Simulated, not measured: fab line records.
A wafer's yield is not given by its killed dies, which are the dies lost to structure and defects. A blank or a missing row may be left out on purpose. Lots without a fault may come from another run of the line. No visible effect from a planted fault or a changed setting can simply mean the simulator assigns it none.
fab line records	flow n5-finfet
record lots=12	wafers=29	last-day=19
route steps=1938 shown BEOL_M5@1128 PASSIVATION@1936
lots with no fault: from the same line, run without faults
start-h: hours from the record's opening day to when the first of the lot's shown wafers began	wait-h: how many hours have passed since the lot's step before this one	" unchanged from the row above	L1.1+2: a row that stands for several wafers	- either no value or no given start	* or withheld: withheld	< > ~ a bound
route shown NAME@n: a module of which the file shows steps, and the number in the route of the first	usual: the fault-free wafers' mean and standard deviation	same: alike in all rows	chamber/n: place in a boat	sites: the reading at each site	_std_site: standard deviation across them	_edge_site: the outer-site mean with the inner-site mean subtracted	radius-mm: for every site, how far away it sits from the centre of the wafer	mask NAME#n: copy n	behind: the most recent tool/chamber to have shaped the wafer	hold: why the lot went on hold/how many hours it stayed there/how the hold came to an end	device: the transistor (n, p or np) that didn't switch	end of line: tests run on the same wafers once the route is complete	a step given without rows: its recipe and nothing more	killed: at the first sort, the dies lost to defects and structure; wafer yield is something else	map: dies across one wafer; x = killed, . = not, _ = none there
set.NAME: the run value of the setting; set.NAME@STEP: its run value at that earlier step	model.NAME: the simulator's own value behind a step, which no gauge read
the route's steps for a sample of lots (tables are steps, rows are wafers)
services: when a tool's chamber went out of use (start-h, in hours from the record's first day, below 0 if earlier), for how many hours, and the reason
## steps
# step N5_BEOL_M5_INSPECT_13
# recipe mode=adi	inspect-instrument=brightfield
# usual raw-defect-count=458/100
lot.wafer	tool	chamber	start-h	wait-h	raw-defect-count
L812.3	defect-inspect-02	-	235.83	0.0	522
L812.6	"	-	"	"	413
L810.1	defect-inspect-02	-	242.52	0.1	357
L810.5	"	-	"	"	215
L810.6	"	-	"	"	273
L817.1	defect-inspect-01	-	245.62	0.1	587
L817.2	"	-	"	"	523
L817.5	"	-	"	"	398
L814.1	defect-inspect-01	-	253.08	0.1	423
L814.3	"	-	"	"	405
L814.4	"	-	"	"	451
L813.1	defect-inspect-02	-	259.86	0.1	457
L813.2	"	-	"	"	424
L816.2	defect-inspect-01	-	263.18	0.0	446
L816.5	"	-	"	"	468
L818.2	defect-inspect-01	-	275.82	0.0	467
L818.6	"	-	"	"	457
L819.5	defect-inspect-01	-	279.72	0.0	428
L819.6	"	-	"	"	330
L822.1	defect-inspect-01	-	280.33	0.1	496
L822.4	"	-	"	"	441
L821.4	defect-inspect-02	-	286.56	0.0	655
L821.5	"	-	"	"	499
L821.6	"	-	"	"	514
L825.1	defect-inspect-02	-	301.19	0.1	511
L825.3	"	-	"	"	348
L825.6	"	-	"	"	360
L831.1	defect-inspect-02	-	352.88	0.1	407
L831.4	"	-	"	"	425
# step N5_BEOL_M5_TRENCH_ETCH_37
# recipe chemistry=C4F6/O2	target-depth-a=716.52	target=SiCOH_lowk	time-s=24.7	ion-energy-ev=250	pressure-mtorr=30	source-w=345	bias-w=185	Ar_flow_sccm=300	C4F6_flow_sccm=10	O2_flow_sccm=10
# usual bias-w=185.0/0.57	drypump-motor-current-A=5.73/0.27	oes-product-au=0.78/0.079	rf-vpp-V=659/13	showerhead-plenum-p-Torr=2.83/0.11	throttle-valve-pct=20.91/0.23
lot.wafer	tool	chamber	start-h	wait-h	bias-w	drypump-motor-current-A	oes-product-au	rf-hours-counter-h	rf-vpp-V	showerhead-plenum-p-Torr	throttle-valve-pct
L812.3	rie-diel-01	2	237.80	-	184.9	5.65	0.70	224	655	2.93	21.19
L812.6	"	0	"	"	184.6	5.66	0.81	-	660	2.78	20.52
L810.1	rie-diel-01	3	244.96	-	185.2	5.87	0.91	19	641	2.92	20.61
L810.5	"	0	"	"	185.4	5.70	0.80	-	659	2.78	20.51
L810.6	"	2	"	"	186.0	5.68	0.69	-	655	2.93	21.15
L817.1	rie-diel-05	1	247.33	-	185.3	5.18	0.70	193	669	2.70	21.16
L817.2	"	0	"	"	184.9	5.77	0.71	205	653	2.80	20.95
L817.5	"	0	"	"	186.1	5.80	0.71	-	652	2.80	20.94
L814.1	rie-diel-01	3	255.34	-	184.9	5.86	0.89	22	641	2.91	20.62
L814.3	"	0	"	"	184.9	5.69	0.80	91	660	2.78	20.54
L814.4	"	1	"	"	184.9	6.12	0.81	85	681	2.90	21.04
L813.1	rie-diel-01	1	261.96	-	185.5	6.13	0.81	87	679	2.89	21.05
L813.2	"	2	"	"	184.7	5.65	0.69	232	655	2.92	21.16
L816.2	rie-diel-05	0	266.73	-	184.8	5.81	0.71	211	653	2.80	20.93
L816.5	"	0	"	"	185.2	5.79	0.71	-	653	2.80	20.96
L818.2	rie-diel-06	2	278.97	-	184.6	6.00	0.73	148	641	2.72	20.93
L818.6	"	0	"	"	184.9	5.91	0.72	-	675	2.97	21.14
L819.5	rie-diel-05	0	281.19	-	184.7	5.80	0.71	-	652	2.80	20.97
L819.6	"	3	"	"	184.9	5.75	0.81	-	665	2.75	20.60
L821.4	rie-diel-05	1	288.33	-	143.8	5.21	0.67	204	548	2.70	21.17
L821.5	"	3	"	"	144.2	5.75	0.78	-	544	2.75	20.57
L821.6	"	2	"	"	142.5	5.63	0.93	-	530	2.79	20.88
L822.1	rie-diel-01	1	288.41	-	185.9	6.11	0.82	94	681	2.89	21.07
L822.4	"	2	"	"	185.4	5.67	0.69	239	656	2.92	21.19
L825.1	rie-diel-05	3	303.49	-	144.0	5.73	0.77	121	544	2.75	20.57
L825.3	"	0	"	"	143.2	5.76	0.68	219	533	2.80	20.95
L825.6	"	3	"	"	144.7	5.75	0.77	-	545	2.75	20.56
L831.1	rie-diel-05	0	356.39	-	184.9	5.76	0.69	236	651	2.79	20.99
L831.4	"	1	"	"	185.0	5.18	0.68	224	670	2.69	21.22
# step N5_BEOL_M5_OCD_MEAS_38
# usual trench-depth-nm=71.1/1.3
lot.wafer	tool	chamber	start-h	wait-h	trench-depth-nm
L812.3	ocd-01	-	237.95	-	71.2
L812.6	"	-	"	"	71.1
L810.1	ocd-02	-	245.11	-	71.7
L810.5	"	-	"	"	69.6
L810.6	"	-	"	"	70.6
L817.1	ocd-02	-	247.48	-	69.3
L817.2	"	-	"	"	70.1
L817.5	"	-	"	"	70.5
L814.1	ocd-02	-	255.49	-	71.1
L814.3	"	-	"	"	70.5
L814.4	"	-	"	"	71.1
L813.1	ocd-01	-	262.11	-	71.4
L813.2	"	-	"	"	70.8
L816.2	ocd-01	-	266.89	-	69.9
L816.5	"	-	"	"	69.9
L818.2	ocd-01	-	279.12	-	71.1
L818.6	"	-	"	"	69.3
L819.5	ocd-02	-	281.34	-	70.4
L819.6	"	-	"	"	73.7
L821.4	ocd-01	-	288.48	-	65.1
L821.5	"	-	"	"	69.2
L821.6	"	-	"	"	67.2
L822.1	ocd-01	-	288.57	-	72.5
L822.4	"	-	"	"	71.4
L825.1	ocd-01	-	303.64	-	67.5
L825.3	"	-	"	"	65.1
L825.6	"	-	"	"	67.9
L831.1	ocd-02	-	356.54	-	70.4
L831.4	"	-	"	"	69.6
# step N5_BEOL_M5_DEGAS_44
# recipe ambient=vacuum	temp-c=250	time-s=60
# usual heater-power-w=354/37
lot.wafer	tool	chamber	start-h	wait-h	heater-power-w
L812.3	pvd-sputter-01	-	238.79	0.3	352
L812.6	"	-	"	"	347
L810.1	pvd-sputter-01	-	245.72	0.4	441
L810.5	"	-	"	"	338
L810.6	"	-	"	"	345
L817.1	pvd-sputter-01	-	248.14	0.4	345
L817.2	"	-	"	"	426
L817.5	"	-	"	"	369
L814.1	pvd-sputter-03	-	256.01	0.3	304
L814.3	"	-	"	"	341
L814.4	"	-	"	"	329
L813.1	pvd-sputter-03	-	262.98	0.6	299
L813.2	"	-	"	"	342
L816.2	pvd-sputter-02	-	268.03	0.8	316
L816.5	"	-	"	"	320
L818.2	pvd-sputter-01	-	280.09	0.6	333
L818.6	"	-	"	"	444
L819.5	pvd-sputter-01	-	283.66	1.9	358
L819.6	"	-	"	"	422
L821.4	pvd-sputter-01	-	289.01	0.1	336
L821.5	"	-	"	"	358
L821.6	"	-	"	"	432
L822.1	pvd-sputter-01	-	289.09	0.3	341
L822.4	"	-	"	"	428
L825.1	pvd-sputter-01	-	304.26	0.3	333
L825.3	"	-	"	"	347
L825.6	"	-	"	"	369
L831.1	pvd-sputter-01	-	357.35	0.6	342
L831.4	"	-	"	"	420
# step N5_BEOL_M5_SURFACE_TREAT_87
# recipe gas=Ar	time-s=*	ion-energy-ev=*	ion-current-ma-cm2=0.5	pressure-mtorr=*	ar-flow-sccm=30
# usual throttle-valve-pct=*
lot.wafer	tool	chamber	start-h	wait-h	throttle-valve-pct
L812.3	pvd-sputter-02	-	239.22	0.2	*
L812.6	"	-	"	"	*
L810.1	pvd-sputter-02	-	246.46	0.5	*
L810.5	"	-	"	"	*
L810.6	"	-	"	"	*
L817.1	pvd-sputter-03	-	248.52	0.2	*
L817.2	"	-	"	"	*
L817.5	"	-	"	"	*
L814.1	pvd-sputter-03	-	256.38	0.2	*
L814.3	"	-	"	"	*
L814.4	"	-	"	"	*
L813.1	pvd-sputter-02	-	263.32	0.1	*
L813.2	"	-	"	"	*
L816.2	pvd-sputter-01	-	268.42	0.2	*
L816.5	"	-	"	"	*
L818.2	pvd-sputter-01	-	280.47	0.2	*
L818.6	"	-	"	"	*
L819.5	pvd-sputter-01	-	284.04	0.1	*
L819.6	"	-	"	"	*
L821.4	pvd-sputter-01	-	289.50	0.2	*
L821.5	"	-	"	"	*
L821.6	"	-	"	"	*
L822.1	pvd-sputter-01	-	289.54	0.2	*
L822.4	"	-	"	"	*
L825.1	pvd-sputter-01	-	304.82	0.4	*
L825.3	"	-	"	"	*
L825.6	"	-	"	"	*
L831.1	pvd-sputter-03	-	357.88	0.3	*
L831.4	"	-	"	"	*
# step N5_BEOL_M5_RS_MEAS_57
# recipe thk-meas-gauge=four-point-probe	reads=Co_of_BEOL_M5_CO_CAP_78+Cu_of_BEOL_M5_ECD_50+Co_of_BEOL_M5_CVD_47+TaN_of_BEOL_M5_ALD_86
# usual M5_RS=0.393/0.013
lot.wafer	tool	chamber	start-h	wait-h	M5_RS[ohm/sq]
L812.3	film-metro-02	-	246.47	0.1	0.394
L812.6	"	-	"	"	0.373
L810.1	film-metro-01	-	252.51	0.0	0.387
L810.5	"	-	"	"	0.411
L810.6	"	-	"	"	0.407
L817.1	film-metro-01	-	254.22	0.0	0.423
L817.2	"	-	"	"	0.403
L817.5	"	-	"	"	0.398
L814.1	film-metro-01	-	263.59	0.1	0.409
L814.3	"	-	"	"	0.405
L814.4	"	-	"	"	0.405
L813.1	film-metro-01	-	269.02	0.0	0.375
L813.2	"	-	"	"	0.389
L816.2	film-metro-02	-	274.08	0.1	0.392
L816.5	"	-	"	"	0.394
L818.2	film-metro-02	-	286.15	0.1	0.399
L818.6	"	-	"	"	0.409
L819.5	film-metro-02	-	289.75	0.0	0.383
L819.6	"	-	"	"	0.363
L821.4	film-metro-01	-	295.51	0.0	0.458
L821.5	"	-	"	"	0.409
L821.6	"	-	"	"	0.440
L822.1	film-metro-02	-	296.35	0.0	0.378
L822.4	"	-	"	"	0.392
L825.1	film-metro-01	-	310.62	0.1	0.412
L825.3	"	-	"	"	0.438
L825.6	"	-	"	"	0.400
L831.1	film-metro-01	-	363.58	0.0	0.400
L831.4	"	-	"	"	0.390
# step N5_PASSIVATION_PROBE_49
# usual defect-limited-yield=91.2/1.4	killed_at_M0_to_M3=34/9.3	killed_at_M4_up=14/5.9	killed-at-contacts=14/5.7	killed-at-front-end=38/10	killed-at-other=4/3.2	killed-dies=104/17	killed-open=67/13	killed-short=33/6.9	sort_bin_5_function=5.2/1	sort_bin_6_memory=3.3/0.61	sort_bin_8_speed=0.3/1.8	sort-n-pass=1069/52
# same gross-dies=1180	killed-at-back-side=0	sort_bin_4_leakage[%]=0
lot.wafer	tool	chamber	start-h	wait-h	defect-limited-yield[%]	killed_at_M0_to_M3	killed_at_M4_up	killed-at-contacts	killed-at-front-end	killed-at-other	killed-dies	killed-open	killed-short	sort_bin_5_function[%]	sort_bin_6_memory[%]	sort_bin_8_speed[%]	sort-n-pass
L821.4	prober-02	-	398.76	0.2	93.1	20	12	20	25	5	82	42	23	4.5	2.0	0	1098
L821.6	prober-02	-	398.86	0.3	90.3	30	18	36	27	4	115	67	27	6.1	3.5	0	1065
# killed by level:class
L821.4 MOL_CONTACT_COAG:area-etch=12 BEOL_M4:geometric-particle:open=8 FIN_SAQP:geometric-particle:short=6 MOL_CONTACT_COAG:geometric-particle:open=6 BEOL_M3:geometric-particle:open=6 FIN_SAQP:geometric-particle:open=4 GATE_CUT:geometric-particle:short=4 BEOL_M0_SAQP:geometric-particle:open=4
L821.6 MOL_CONTACT_COAG:area-etch=21 MOL_CONTACT_COAG:geometric-particle:open=12 BEOL_M4:geometric-particle:open=9 BEOL_M3:geometric-particle:open=6 BEOL_M0_SAQP:geometric-particle:open=5 FIN_SAQP:geometric-particle:short=4 STI_FIN_REVEAL:geometric-particle:open=4 DUMMY_GATE:geometric-particle:open=4
## services
tool	chamber	start-h	hours	kind
rie-diel-01	1	226.27	14.9	repair
rie-diel-01	3	231.16	2.1	repair
rie-diel-01	1	243.55	4.0	repair
rie-diel-05	2	245.07	-	clean
rie-diel-05	2	245.07	-	consumable-replace:focus-ring
rie-diel-05	2	245.07	17.8	scheduled-down
rie-diel-05	2	245.07	17.8	vent-cycle
rie-diel-05	2	283.64	2.9	repair
rie-diel-05	2	290.80	7.5	repair
rie-diel-01	2	321.42	-	clean
rie-diel-01	2	321.42	-	consumable-replace:focus-ring
rie-diel-01	2	321.42	26.0	scheduled-down
rie-diel-01	2	321.42	26.0	vent-cycle
rie-diel-06	1	338.94	-	clean
rie-diel-06	1	338.94	-	consumable-replace:focus-ring
rie-diel-06	1	338.94	-	consumable-replace:showerhead
rie-diel-06	1	338.94	19.4	scheduled-down
rie-diel-06	1	338.94	19.4	vent-cycle
rie-diel-05	2	344.91	8.1	repair
rie-diel-01	1	352.91	9.1	repair
## key
first-sign step=N5_BEOL_M5_TRENCH_ETCH_37	reading=bias-w	direction=down	sigmas=73	usual=*	struck=*
effect step=N5_BEOL_M5_TRENCH_ETCH_37	reading=rf-vpp-V	direction=down	sigmas=9.1	usual=659	struck=541
effect step=N5_BEOL_M5_OCD_MEAS_38	reading=trench-depth-nm	direction=down	sigmas=3.3	usual=71.1	struck=67.0
effect step=N5_BEOL_M5_RS_MEAS_57	reading=M5_RS	direction=up	sigmas=2.5	usual=0.393	struck=0.426
met-at N5_BEOL_M5_TRENCH_ETCH_37
struck-lots L821,L825
baseline-loss step=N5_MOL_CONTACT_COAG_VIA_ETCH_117	wafers=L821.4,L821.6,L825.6
baseline-loss step=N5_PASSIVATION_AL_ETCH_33	wafers=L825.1
not-acting-at N5_BEOL_M5_INSPECT_13,N5_BEOL_M5_DEGAS_44,N5_BEOL_M5_SURFACE_TREAT_87
onset-between 281.19 288.33
fault kind=process-parameter-drift	tool=rie-diel-05	chamber=-	onset-h=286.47	steps=N5_BEOL_M5_TRENCH_ETCH_37	channel=bias-w	offset=*	shape=step	end-h=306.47	acts-in=*	stated=*
# baseline-loss: these wafers lose ten dies or more at that step, a loss of the line's own and not of a fault; the sort's usual values leave them out
